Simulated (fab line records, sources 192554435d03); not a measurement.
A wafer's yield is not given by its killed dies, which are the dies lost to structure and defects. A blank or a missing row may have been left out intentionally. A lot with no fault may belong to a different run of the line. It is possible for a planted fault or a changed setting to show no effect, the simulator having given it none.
Matching of chambers :: flow n5Finfet :: N5_BEOL_M12_VIA_ETCH_16 on rieDiel-06 has 4 sister chambers
The step etches SiOC in C4F8/O2/Ar, target depth 724.8 nm. 8 wafers are shown with their chamber, then 8 later ones without.

WAFERS PAIRED WITH THEIR CHAMBERS
wafer: L074.1
chamber: 0
showerheadPlenumPTorr (Torr): 3.24
throttleValvePct (%): 24.65

wafer: L078.4
chamber: 0
showerheadPlenumPTorr (Torr): 3.24
throttleValvePct (%): 24.65

wafer: L078.6
chamber: 1
showerheadPlenumPTorr (Torr): 3.62
throttleValvePct (%): 23.87

wafer: L081.3
chamber: 2
showerheadPlenumPTorr (Torr): 3.34
throttleValvePct (%): 24.21

wafer: L081.5
chamber: 1
showerheadPlenumPTorr (Torr): 3.62
throttleValvePct (%): 23.88

wafer: L082.3
chamber: 2
showerheadPlenumPTorr (Torr): 3.34
throttleValvePct (%): 24.22

wafer: L082.5
chamber: 3
showerheadPlenumPTorr (Torr): 3.51
throttleValvePct (%): 24.37

wafer: L087.1
chamber: 3
showerheadPlenumPTorr (Torr): 3.50
throttleValvePct (%): 24.40

WAFERS MISSING THEIR CHAMBER
wafer: L087.5
showerheadPlenumPTorr (Torr): 3.50
throttleValvePct (%): 24.40

wafer: L087.6
showerheadPlenumPTorr (Torr): 3.33
throttleValvePct (%): 24.24

wafer: L090.2
showerheadPlenumPTorr (Torr): 3.63
throttleValvePct (%): 24.30

wafer: L090.3
showerheadPlenumPTorr (Torr): 3.60
throttleValvePct (%): 23.92

wafer: L090.5
showerheadPlenumPTorr (Torr): 3.50
throttleValvePct (%): 24.41

wafer: L088.1
showerheadPlenumPTorr (Torr): 3.60
throttleValvePct (%): 23.92

wafer: L088.3
showerheadPlenumPTorr (Torr): 3.33
throttleValvePct (%): 24.25

wafer: L088.4
showerheadPlenumPTorr (Torr): 3.62
throttleValvePct (%): 24.28

CHAMBER TAKEN BY EACH
wafer: L087.5
from the rows above: 3
in truth: 3

wafer: L087.6
from the rows above: 2
in truth: 2

wafer: L090.2
from the rows above: can't be placed: 3 or 1
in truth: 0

wafer: L090.3
from the rows above: 1
in truth: 1

wafer: L090.5
from the rows above: 3
in truth: 3

wafer: L088.1
from the rows above: 1
in truth: 1

wafer: L088.3
from the rows above: 2
in truth: 2

wafer: L088.4
from the rows above: can't be placed: 3 or 1
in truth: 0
6 of 8 placed correctly. From these rows, 2 cannot be placed; in 0 the true chamber is one of the candidates. Placed wrongly: 0.
How it was worked out, from the rows above alone: a wafer's distance from a chamber is the root of the sum, over the readings, of the square of ((its reading less the chamber's mean) divided by the reading's scatter). The wafer belongs to the nearest chamber; if the next one is less than 2 further off, it can't be placed. For every chamber, the mean is computed from those of its wafers that are shown. The scatter: take each reading less its chamber's mean, square it, sum over the shown wafers, divide by the number of wafers less the number of chambers, and take the root.
